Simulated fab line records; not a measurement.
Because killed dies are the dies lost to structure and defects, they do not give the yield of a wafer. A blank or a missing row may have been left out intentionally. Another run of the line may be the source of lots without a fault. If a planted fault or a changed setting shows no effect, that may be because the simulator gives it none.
Which tool is to blame? / flow nand_harc / 72 wafers from 24 lots sampled at 5 of the route's 1302 steps

## WHAT THE GAUGES READ, wafer by wafer
NHARC_A_M1_INSPECT_27.
lot=L075; measured=day 23 12:01; on=defect_inspect-01; raw_defect_count=542 564 548
lot=L074; measured=day 23 14:15; on=defect_inspect-02; raw_defect_count=362 423 383
lot=L076; measured=day 23 22:29; on=defect_inspect-01; raw_defect_count=443 594 388
lot=L077; measured=day 24 16:43; on=defect_inspect-02; raw_defect_count=748 749 590
lot=L082; measured=day 27 05:05; on=defect_inspect-01; raw_defect_count=455 475 668
lot=L081; measured=day 27 14:38; on=defect_inspect-01; raw_defect_count=480 386 646
lot=L078; measured=day 27 17:49; on=defect_inspect-01; raw_defect_count=440 437 634
lot=L084; measured=day 28 02:02; on=defect_inspect-02; raw_defect_count=505 466 624
lot=L080; measured=day 28 10:01; on=defect_inspect-01; raw_defect_count=431 510 386
lot=L083; measured=day 28 20:39; on=defect_inspect-02; raw_defect_count=472 522 552
lot=L085; measured=day 29 04:22; on=defect_inspect-02; raw_defect_count=519 414 746
lot=L086; measured=day 29 10:31; on=defect_inspect-01; raw_defect_count=617 518 565
lot=L079; measured=day 29 13:35; on=defect_inspect-01; raw_defect_count=454 517 800
lot=L087; measured=day 29 18:32; on=defect_inspect-02; raw_defect_count=402 445 480
lot=L088; measured=day 29 20:12; on=defect_inspect-01; raw_defect_count=658 512 587
lot=L089; measured=day 30 01:05; on=defect_inspect-02; raw_defect_count=426 460 408
lot=L090; measured=day 30 02:13; on=defect_inspect-02; raw_defect_count=523 522 558
lot=L091; measured=day 30 06:02; on=defect_inspect-01; raw_defect_count=680 438 755
lot=L092; measured=day 30 23:41; on=defect_inspect-02; raw_defect_count=593 525 588
lot=L093; measured=day 31 06:15; on=defect_inspect-02; raw_defect_count=514 476 490
lot=L094; measured=day 31 06:45; on=defect_inspect-01; raw_defect_count=502 405 659
lot=L095; measured=day 32 13:52; on=defect_inspect-01; raw_defect_count=448 295 426
lot=L096; measured=day 32 15:57; on=defect_inspect-01; raw_defect_count=465 579 594
lot=L097; measured=day 34 04:02; on=defect_inspect-01; raw_defect_count=557 468 409

NHARC_A_BONDPAD_INSPECT_23.
lot=L075; measured=day 23 16:38; on=defect_inspect-01; raw_defect_count=482 550 489
lot=L074; measured=day 23 18:51; on=defect_inspect-02; raw_defect_count=360 890 536
lot=L076; measured=day 24 03:20; on=defect_inspect-02; raw_defect_count=503 718 525
lot=L077; measured=day 24 21:37; on=defect_inspect-01; raw_defect_count=566 737 660
lot=L082; measured=day 27 09:47; on=defect_inspect-01; raw_defect_count=586 555 647
lot=L081; measured=day 27 19:19; on=defect_inspect-01; raw_defect_count=579 537 572
lot=L078; measured=day 27 22:39; on=defect_inspect-02; raw_defect_count=399 506 372
lot=L084; measured=day 28 06:43; on=defect_inspect-02; raw_defect_count=456 486 389
lot=L080; measured=day 28 14:40; on=defect_inspect-01; raw_defect_count=554 619 521
lot=L083; measured=day 29 01:32; on=defect_inspect-02; raw_defect_count=684 695 686
lot=L085; measured=day 29 09:05; on=defect_inspect-02; raw_defect_count=611 644 551
lot=L086; measured=day 29 15:15; on=defect_inspect-01; raw_defect_count=545 587 733
lot=L079; measured=day 29 18:19; on=defect_inspect-02; raw_defect_count=457 631 794
lot=L087; measured=day 29 23:16; on=defect_inspect-01; raw_defect_count=466 517 458
lot=L088; measured=day 30 00:50; on=defect_inspect-02; raw_defect_count=507 631 518
lot=L089; measured=day 30 05:50; on=defect_inspect-01; raw_defect_count=489 542 631
lot=L090; measured=day 30 06:59; on=defect_inspect-02; raw_defect_count=442 402 384
lot=L091; measured=day 30 10:47; on=defect_inspect-02; raw_defect_count=933 477 696
lot=L092; measured=day 31 04:26; on=defect_inspect-02; raw_defect_count=384 312 363
lot=L093; measured=day 31 10:59; on=defect_inspect-02; raw_defect_count=641 609 526
lot=L094; measured=day 31 11:33; on=defect_inspect-01; raw_defect_count=784 382 580
lot=L095; measured=day 32 18:33; on=defect_inspect-02; raw_defect_count=373 366 363
lot=L096; measured=day 32 20:40; on=defect_inspect-01; raw_defect_count=605 716 774
lot=L097; measured=day 34 08:49; on=defect_inspect-02; raw_defect_count=671 547 595

## EACH LOT AND THE TOOL THAT RAN IT (in order: tool; ch and the chambers of the sampled wafers; start)
lot=L075; NHARC_A_M0_CMP_23=cmp-02 ch 0,1,2, day 23 07:19; NHARC_A_M1_ANNEAL_31=rtp_anneal-01 ch 0, day 23 11:13; NHARC_A_BONDPAD_PVD_27=pvd_sputter-02, day 23 16:38 or earlier
lot=L074; NHARC_A_M0_CMP_23=cmp-02 ch 0,3, day 23 09:39; NHARC_A_M1_ANNEAL_31=rtp_anneal-02 ch 0, day 23 13:29; NHARC_A_BONDPAD_PVD_27=pvd_sputter-03, day 23 18:51 or earlier
lot=L076; NHARC_A_M0_CMP_23=cmp-02 ch 1,2,3, day 23 16:37; NHARC_A_M1_ANNEAL_31=rtp_anneal-02 ch 0, day 23 21:43; NHARC_A_BONDPAD_PVD_27=pvd_sputter-03, day 24 03:20 or earlier
lot=L077; NHARC_A_M0_CMP_23=cmp-03 ch 0,3, day 24 11:56; NHARC_A_M1_ANNEAL_31=rtp_anneal-01 ch 0, day 24 15:55; NHARC_A_BONDPAD_PVD_27=pvd_sputter-02, day 24 21:37 or earlier
lot=L082; NHARC_A_M0_CMP_23=cmp-01 ch 1,2,3, day 27 00:09; NHARC_A_M1_ANNEAL_31=rtp_anneal-01 ch 0, day 27 04:19; NHARC_A_BONDPAD_PVD_27=pvd_sputter-02, day 27 09:47 or earlier
lot=L081; NHARC_A_M0_CMP_23=cmp-02 ch 0,1,3, day 27 10:02; NHARC_A_M1_ANNEAL_31=rtp_anneal-01 ch 0, day 27 13:49; NHARC_A_BONDPAD_PVD_27=pvd_sputter-03, day 27 17:55
lot=L078; NHARC_A_M0_CMP_23=cmp-02 ch 0,2,3, day 27 13:15; NHARC_A_M1_ANNEAL_31=rtp_anneal-02 ch 0, day 27 17:00; NHARC_A_BONDPAD_PVD_27=pvd_sputter-03, day 27 22:39 or earlier
lot=L084; NHARC_A_M0_CMP_23=cmp-01 ch 0,2, day 27 21:28; NHARC_A_M1_ANNEAL_31=rtp_anneal-01 ch 0, day 28 01:19; NHARC_A_BONDPAD_PVD_27=pvd_sputter-01, day 28 06:43 or earlier
lot=L080; NHARC_A_M0_CMP_23=cmp-01 ch 1,3, day 28 05:22; NHARC_A_M1_ANNEAL_31=rtp_anneal-01 ch 0, day 28 09:16; NHARC_A_BONDPAD_PVD_27=pvd_sputter-03, day 28 14:40 or earlier
lot=L083; NHARC_A_M0_CMP_23=cmp-02 ch 0,2,3, day 28 16:02; NHARC_A_M1_ANNEAL_31=rtp_anneal-01 ch 0, day 28 19:50; NHARC_A_BONDPAD_PVD_27=pvd_sputter-02, day 29 01:32 or earlier
lot=L085; NHARC_A_M0_CMP_23=cmp-03 ch 0,2,3, day 28 23:52; NHARC_A_M1_ANNEAL_31=rtp_anneal-01 ch 0, day 29 03:38; NHARC_A_BONDPAD_PVD_27=pvd_sputter-01, day 29 09:05 or earlier
lot=L086; NHARC_A_M0_CMP_23=cmp-03 ch 0,2,3, day 29 05:43; NHARC_A_M1_ANNEAL_31=rtp_anneal-02 ch 0, day 29 09:42; NHARC_A_BONDPAD_PVD_27=pvd_sputter-03, day 29 15:15 or earlier
lot=L079; NHARC_A_M0_CMP_23=cmp-02 ch 0,1,2, day 29 08:53; NHARC_A_M1_ANNEAL_31=rtp_anneal-01 ch 0, day 29 12:46; NHARC_A_BONDPAD_PVD_27=pvd_sputter-03, day 29 18:19 or earlier
lot=L087; NHARC_A_M0_CMP_23=cmp-03 ch 1,2, day 29 13:46; NHARC_A_M1_ANNEAL_31=rtp_anneal-02 ch 0, day 29 17:43; NHARC_A_BONDPAD_PVD_27=pvd_sputter-01, day 29 23:16 or earlier
lot=L088; NHARC_A_M0_CMP_23=cmp-01 ch 1,3, day 29 15:21; NHARC_A_M1_ANNEAL_31=rtp_anneal-02 ch 0, day 29 19:26; NHARC_A_BONDPAD_PVD_27=pvd_sputter-01, day 30 00:50 or earlier
lot=L089; NHARC_A_M0_CMP_23=cmp-01 ch 1,2, day 29 20:17; NHARC_A_M1_ANNEAL_31=rtp_anneal-02 ch 0, day 30 00:25; NHARC_A_BONDPAD_PVD_27=pvd_sputter-02, day 30 05:50 or earlier
lot=L090; NHARC_A_M0_CMP_23=cmp-02 ch 0,2, day 29 21:42; NHARC_A_M1_ANNEAL_31=rtp_anneal-01 ch 0, day 30 01:24; NHARC_A_BONDPAD_PVD_27=pvd_sputter-02, day 30 06:59 or earlier
lot=L091; NHARC_A_M0_CMP_23=cmp-03 ch 0,1, day 30 01:06; NHARC_A_M1_ANNEAL_31=rtp_anneal-01 ch 0, day 30 05:14; NHARC_A_BONDPAD_PVD_27=pvd_sputter-01, day 30 10:47 or earlier
lot=L092; NHARC_A_M0_CMP_23=cmp-02 ch 0,1, day 30 18:35; NHARC_A_M1_ANNEAL_31=rtp_anneal-01 ch 0, day 30 22:52; NHARC_A_BONDPAD_PVD_27=pvd_sputter-02, day 31 04:26 or earlier
lot=L093; NHARC_A_M0_CMP_23=cmp-02 ch 0,1,3, day 31 01:33; NHARC_A_M1_ANNEAL_31=rtp_anneal-02 ch 0, day 31 05:26; NHARC_A_BONDPAD_PVD_27=pvd_sputter-01, day 31 10:59 or earlier
lot=L094; NHARC_A_M0_CMP_23=cmp-01 ch 0,2,3, day 31 02:10; NHARC_A_M1_ANNEAL_31=rtp_anneal-02 ch 0, day 31 05:56; NHARC_A_BONDPAD_PVD_27=pvd_sputter-02, day 31 11:33 or earlier
lot=L095; NHARC_A_M0_CMP_23=cmp-01 ch 0,3, day 32 09:23; NHARC_A_M1_ANNEAL_31=rtp_anneal-01 ch 0, day 32 13:03; NHARC_A_BONDPAD_PVD_27=pvd_sputter-03, day 32 18:33 or earlier
lot=L096; NHARC_A_M0_CMP_23=cmp-01 ch 0,1,3, day 32 11:29; NHARC_A_M1_ANNEAL_31=rtp_anneal-01 ch 0, day 32 15:14; NHARC_A_BONDPAD_PVD_27=pvd_sputter-02, day 32 20:40 or earlier
lot=L097; NHARC_A_M0_CMP_23=cmp-01 ch 1,2,3, day 33 23:26; NHARC_A_M1_ANNEAL_31=rtp_anneal-02 ch 0, day 34 03:16; NHARC_A_BONDPAD_PVD_27=pvd_sputter-01, day 34 08:49 or earlier
- NHARC_A_M0_CMP_23: polishes, t overpolish 20 s, target thk 113.75 nm.
- NHARC_A_M1_ANNEAL_31: time 90 s.
- NHARC_A_BONDPAD_PVD_27: deposits Cu, target thk 30 nm, time 20.49 s.

## WHAT THE TOOLS THEMSELVES READ (means of the sampled wafers that have a number; where no wafer has one, the mark that the record gives instead)
NHARC_A_M0_CMP_23.
lot=L075; tool=cmp-02; motor_current_A (A)=12.1; time_to_endpoint_s (s)=33.2
lot=L074; tool=cmp-02; motor_current_A (A)=12.2; time_to_endpoint_s (s)=28.2
lot=L076; tool=cmp-02; motor_current_A (A)=12.5; time_to_endpoint_s (s)=29.9
lot=L077; tool=cmp-03; motor_current_A (A)=10.2; time_to_endpoint_s (s)=29.3
lot=L082; tool=cmp-01; motor_current_A (A)=13.3; time_to_endpoint_s (s)=29.3
lot=L081; tool=cmp-02; motor_current_A (A)=11.9; time_to_endpoint_s (s)=32.5
lot=L078; tool=cmp-02; motor_current_A (A)=12.4; time_to_endpoint_s (s)=30.0
lot=L084; tool=cmp-01; motor_current_A (A)=13.9; time_to_endpoint_s (s)=28.9
lot=L080; tool=cmp-01; motor_current_A (A)=12.7; time_to_endpoint_s (s)=23.7
lot=L083; tool=cmp-02; motor_current_A (A)=12.2; time_to_endpoint_s (s)=29.9
lot=L085; tool=cmp-03; motor_current_A (A)=11.0; time_to_endpoint_s (s)=28.0
lot=L086; tool=cmp-03; motor_current_A (A)=10.9; time_to_endpoint_s (s)=29.6
lot=L079; tool=cmp-02; motor_current_A (A)=12.0; time_to_endpoint_s (s)=31.7
lot=L087; tool=cmp-03; motor_current_A (A)=11.9; time_to_endpoint_s (s)=30.5
lot=L088; tool=cmp-01; motor_current_A (A)=12.8; time_to_endpoint_s (s)=29.7
lot=L089; tool=cmp-01; motor_current_A (A)=13.8; time_to_endpoint_s (s)=30.6
lot=L090; tool=cmp-02; motor_current_A (A)=11.4; time_to_endpoint_s (s)=28.6
lot=L091; tool=cmp-03; motor_current_A (A)=12.2; time_to_endpoint_s (s)=26.8
lot=L092; tool=cmp-02; motor_current_A (A)=10.5; time_to_endpoint_s (s)=28.2
lot=L093; tool=cmp-02; motor_current_A (A)=11.8; time_to_endpoint_s (s)=28.3
lot=L094; tool=cmp-01; motor_current_A (A)=13.6; time_to_endpoint_s (s)=29.9
lot=L095; tool=cmp-01; motor_current_A (A)=13.4; time_to_endpoint_s (s)=29.8
lot=L096; tool=cmp-01; motor_current_A (A)=12.5; time_to_endpoint_s (s)=31.0
lot=L097; tool=cmp-01; motor_current_A (A)=13.3; time_to_endpoint_s (s)=30.9

NHARC_A_M1_ANNEAL_31.
lot=L075; tool=rtp_anneal-01; anneal_temp_c (C)=224.98; wafer_temp_C_max=225.91
lot=L074; tool=rtp_anneal-02; anneal_temp_c (C)=225.31; wafer_temp_C_max=226.02
lot=L076; tool=rtp_anneal-02; anneal_temp_c (C)=225.04; wafer_temp_C_max=226.21
lot=L077; tool=rtp_anneal-01; anneal_temp_c (C)=225.02; wafer_temp_C_max=225.91
lot=L082; tool=rtp_anneal-01; anneal_temp_c (C)=225.22; wafer_temp_C_max=226.04
lot=L081; tool=rtp_anneal-01; anneal_temp_c (C)=224.99; wafer_temp_C_max=225.95
lot=L078; tool=rtp_anneal-02; anneal_temp_c (C)=224.81; wafer_temp_C_max=226.05
lot=L084; tool=rtp_anneal-01; anneal_temp_c (C)=225.04; wafer_temp_C_max=226.16
lot=L080; tool=rtp_anneal-01; anneal_temp_c (C)=224.83; wafer_temp_C_max=226.03
lot=L083; tool=rtp_anneal-01; anneal_temp_c (C)=225.15; wafer_temp_C_max=225.69
lot=L085; tool=rtp_anneal-01; anneal_temp_c (C)=224.79; wafer_temp_C_max=225.95
lot=L086; tool=rtp_anneal-02; anneal_temp_c (C)=224.88; wafer_temp_C_max=225.91
lot=L079; tool=rtp_anneal-01; anneal_temp_c (C)=224.81; wafer_temp_C_max=225.99
lot=L087; tool=rtp_anneal-02; anneal_temp_c (C)=225.04; wafer_temp_C_max=226.33
lot=L088; tool=rtp_anneal-02; anneal_temp_c (C)=224.92; wafer_temp_C_max=225.93
lot=L089; tool=rtp_anneal-02; anneal_temp_c (C)=225.09; wafer_temp_C_max=226.18
lot=L090; tool=rtp_anneal-01; anneal_temp_c (C)=224.94; wafer_temp_C_max=226.08
lot=L091; tool=rtp_anneal-01; anneal_temp_c (C)=225.00; wafer_temp_C_max=226.01
lot=L092; tool=rtp_anneal-01; anneal_temp_c (C)=224.84; wafer_temp_C_max=225.78
lot=L093; tool=rtp_anneal-02; anneal_temp_c (C)=224.96; wafer_temp_C_max=226.43
lot=L094; tool=rtp_anneal-02; anneal_temp_c (C)=224.89; wafer_temp_C_max=226.31
lot=L095; tool=rtp_anneal-01; anneal_temp_c (C)=224.85; wafer_temp_C_max=226.14
lot=L096; tool=rtp_anneal-01; anneal_temp_c (C)=225.23; wafer_temp_C_max=225.92
lot=L097; tool=rtp_anneal-02; anneal_temp_c (C)=225.06; wafer_temp_C_max=226.26

NHARC_A_BONDPAD_PVD_27.
lot=L075; tool=pvd_sputter-02; throttle_valve_pct (%)=30.2
lot=L074; tool=pvd_sputter-03; throttle_valve_pct (%)=29.7
lot=L076; tool=pvd_sputter-03; throttle_valve_pct (%)=29.8
lot=L077; tool=pvd_sputter-02; throttle_valve_pct (%)=30.1
lot=L082; tool=pvd_sputter-02; throttle_valve_pct (%)=30.4
lot=L081; tool=pvd_sputter-03; throttle_valve_pct (%)=30.3
lot=L078; tool=pvd_sputter-03; throttle_valve_pct (%)=29.8
lot=L084; tool=pvd_sputter-01; throttle_valve_pct (%)=30.4
lot=L080; tool=pvd_sputter-03; throttle_valve_pct (%)=29.0
lot=L083; tool=pvd_sputter-02; throttle_valve_pct (%)=30.6
lot=L085; tool=pvd_sputter-01; throttle_valve_pct (%)=29.2
lot=L086; tool=pvd_sputter-03; throttle_valve_pct (%)=29.1
lot=L079; tool=pvd_sputter-03; throttle_valve_pct (%)=29.7
lot=L087; tool=pvd_sputter-01; throttle_valve_pct (%)=29.7
lot=L088; tool=pvd_sputter-01; throttle_valve_pct (%)=30.0
lot=L089; tool=pvd_sputter-02; throttle_valve_pct (%)=30.8
lot=L090; tool=pvd_sputter-02; throttle_valve_pct (%)=30.5
lot=L091; tool=pvd_sputter-01; throttle_valve_pct (%)=30.1
lot=L092; tool=pvd_sputter-02; throttle_valve_pct (%)=30.6
lot=L093; tool=pvd_sputter-01; throttle_valve_pct (%)=29.1
lot=L094; tool=pvd_sputter-02; throttle_valve_pct (%)=30.7
lot=L095; tool=pvd_sputter-03; throttle_valve_pct (%)=30.0
lot=L096; tool=pvd_sputter-02; throttle_valve_pct (%)=30.4
lot=L097; tool=pvd_sputter-01; throttle_valve_pct (%)=29.4

## THE ANSWER, worked out from the rows above alone
Rule: what is usual is taken from the lots themselves. The widest of any qualifying gaps counts: lots, ordered by their means at a reading, are off when they make up no more than a third of the lots, leave a main group of 4 or more, and stand apart from it by 3 or more times the standard deviation of that group's means. The tables above print the reading to a certain number of digits; a main group whose means all agree to those digits is not used. A lot without any number at a reading at which 4 lots or more have one is off too. All remaining lots with rows at the step are treated as sound. After the gauges, taken in route order, come the tools' own readings; for these a lot's mean is taken, as printed above. The first step at which some lot is off is used, and at that step the reading that is off furthest; a lot without a number counts as furthest.
No lot is off at any reading shown: from this, nothing can be told.

## WHAT WAS PUT IN BY THE SIMULATOR
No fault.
